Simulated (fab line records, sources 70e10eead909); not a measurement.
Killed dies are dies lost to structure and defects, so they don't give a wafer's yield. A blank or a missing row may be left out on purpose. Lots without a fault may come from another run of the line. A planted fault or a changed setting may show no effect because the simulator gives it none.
Chamber matching | flow nand_harc | NHARC_A_CONTACT_ETCH_90 on rie_diel-13: 4 sister chambers
The step etches the open film in CH3F/O2, target depth 40 nm, time 85.7 s. 4 wafers are shown with their chamber, then 8 later ones without.

WAFERS WITH THEIR CHAMBER
wafer  | chamber | drypump_motor_current_A (A)
L919.2 | 3       | 5.6
L919.3 | 0       | 5.1
L918.5 | 1       | 6.0
L922.1 | 2       | 6.2

WAFERS WITHOUT THEIR CHAMBER
wafer  | drypump_motor_current_A (A)
L922.2 | 5.1
L922.3 | 5.6
L924.1 | 6.0
L924.2 | 5.1
L924.4 | 6.2
L925.2 | 6.0
L925.3 | 6.2
L925.5 | 6.1

WHICH CHAMBER EACH WENT THROUGH
wafer  | from the rows above     | in truth
L922.2 | 0                       | 0
L922.3 | 3                       | 3
L924.1 | 1                       | 1
L924.2 | 0                       | 0
L924.4 | 2                       | 2
L925.2 | 1                       | 1
L925.3 | 2                       | 2
L925.5 | can't be placed: 1 or 2 | 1
Placed correctly: 7 of 8. Can't be placed from these rows: 1 (the true chamber is among the candidates in 1). Placed wrongly: 0.
How it was worked out, from the rows above alone: a wafer's distance from a chamber is the root of the sum, over the readings, of the square of ((its reading less the chamber's mean) divided by the reading's scatter). The wafer belongs to the nearest chamber; if the next one is less than 2 further off, it can't be placed. A chamber's mean is the mean of its shown wafers. The scatter: with one shown wafer a chamber, the root of the mean of the squares of how far each hidden wafer lies from its nearest shown one.
